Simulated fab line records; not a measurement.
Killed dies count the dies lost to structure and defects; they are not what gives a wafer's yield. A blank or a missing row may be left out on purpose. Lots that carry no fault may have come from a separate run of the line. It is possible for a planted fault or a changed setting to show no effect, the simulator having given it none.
One fault through the eyes of 2 desks :: flow n5 finfet :: each desk holds nothing but its own numbers, with what lay behind them at the end

THE DEFECT DESK
Counts from the inspections along the route, per lot, as means over the sampled wafers that have a number. If a lot's mean is further than 4 standard deviations from the usual mean, the lot is out of limits and carries the mark OUT (the distance appears in the brackets).
Columns: A = raw defect count at N5_BEOL_M10_INSPECT_58, usual 71; B = raw defect count at N5_BEOL_M11_INSPECT_13, usual 444
lot: L524
first seen here: day 11 00:43
A: 69
B: 423

lot: L525
first seen here: day 11 05:07
A: 112
B: 482

lot: L530
first seen here: day 12 02:08
A: 533 (+18) OUT
B: 943 (+4.2) OUT

lot: L531
first seen here: day 12 20:54
A: 62
B: 480

lot: L537
first seen here: day 14 06:15
A: 56
B: 398

lot: L543
first seen here: day 15 10:20
A: 100
B: 377

lot: L544
first seen here: day 15 21:21
A: 34
B: 336

lot: L545
first seen here: day 16 06:40
A: 95
B: 786

lot: L547
first seen here: day 16 22:50
A: 57
B: 574

lot: L546
first seen here: day 17 02:23
A: 63
B: 373
Finding of this desk: L530 out of limits; the first was L530 at day 12 02:08, on raw defect count at N5_BEOL_M10_INSPECT_58. L524, L525, L531, L537, L543, L544, L545, L547, L546 stayed within limits.

TOOL OWNER'S DESK, cmp-01
The tool's own readings at N5_BEOL_M10_CMP_52 (polishes, stops on SiCOH lowk, t overpolish 7 s, target thk 140 nm): means of the sampled wafers that have a number, for each lot that ran on this tool. If a lot's mean is further than 4 standard deviations from the usual mean, the lot is out of limits and carries the mark OUT (the distance appears in the brackets).
Columns: A = barrier field endpoint s at N5_BEOL_M10_CMP_52, usual 28.6 s; B = edge zone pressure frac at N5_BEOL_M10_CMP_52, usual 1.000; C = motor current A at N5_BEOL_M10_CMP_52, usual 6.1 A; D = overpolish run s at N5_BEOL_M10_CMP_52, usual 7.001 s; E = time to endpoint s at N5_BEOL_M10_CMP_52, usual 64 s
lot: L530
first seen here: day 12 01:41
A: 27.9
B: 1.001
C: 5.8
D: 7.003
E: 62

lot: L543
first seen here: day 15 09:55
A: 28.8
B: 1.000
C: 6.0
D: 6.999
E: 63

lot: L545
first seen here: day 16 06:19
A: 28.6
B: 1.000
C: 6.1
D: 7.004
E: 63

lot: L547
first seen here: day 16 22:23
A: 28.8
B: 1.001
C: 6.7
D: 6.998
E: 63

lot: L546
first seen here: day 17 01:55
A: 28.8
B: 0.996
C: 6.3
D: 6.998
E: 63
Result from this desk: across the 5 lots, nothing is out of limits.

ALL TOGETHER
The defect desk could have raised an alarm at day 12 02:08, on L530.
The desk of the tool owner found nothing out of limits.
On record at the tool owner's desk: L530, within its limits.
N5_BEOL_M10_CMP_52 was run on cmp-01 by each of the lots named.

WHAT THE SIMULATOR PUT IN
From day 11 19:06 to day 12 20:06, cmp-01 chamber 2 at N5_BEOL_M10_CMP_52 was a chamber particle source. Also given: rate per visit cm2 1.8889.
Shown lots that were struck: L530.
Hours from the fault's start to each desk's first reading out of limits: the defect desk, 7.
